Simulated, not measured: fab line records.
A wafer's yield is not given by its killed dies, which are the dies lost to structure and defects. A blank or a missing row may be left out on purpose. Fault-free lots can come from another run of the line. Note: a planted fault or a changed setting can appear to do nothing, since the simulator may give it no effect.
Chamber matching ; flow n5_finfet ; ald_metal-02 running N5_BEOL_M10_ALD_74: 4 sister chambers
The step deposits TaN, target thk 2 nm, pulse time 2 s, purge time 3 s. 4 wafers are shown with their chamber, then 7 later ones without.

## WAFERS PAIRED WITH THEIR CHAMBERS
wafer;chamber;heater_power_w (W)
L644.2;1;384
L646.3;0;405
L655.4;2;495
L655.5;3;436

## WAFERS MISSING THEIR CHAMBER
wafer;heater_power_w (W)
L655.6;408
L656.1;480
L656.4;434
L656.5;493
L659.3;404
L659.4;481
L659.5;388

## EACH ONE'S CHAMBER
wafer;from the rows above;in truth
L655.6;0;0
L656.1;2;2
L656.4;3;3
L656.5;2;2
L659.3;0;0
L659.4;2;2
L659.5;can't be placed: 1 or 0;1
Placed correctly: 6 of 7. These rows do not allow placing 1 (true chamber among the candidates in 1). 0 placed wrongly.
How it was worked out, from the rows above alone: a wafer's distance from a chamber is the root of the sum, over the readings, of the square of ((its reading less the chamber's mean) divided by the reading's scatter). The wafer belongs to the nearest chamber; if the next one is less than 2 further off, it can't be placed. A chamber's mean is the mean of its shown wafers. The scatter (one wafer shown for each chamber): square how far every hidden wafer sits from the nearest shown wafer, average those squares and take the square root.
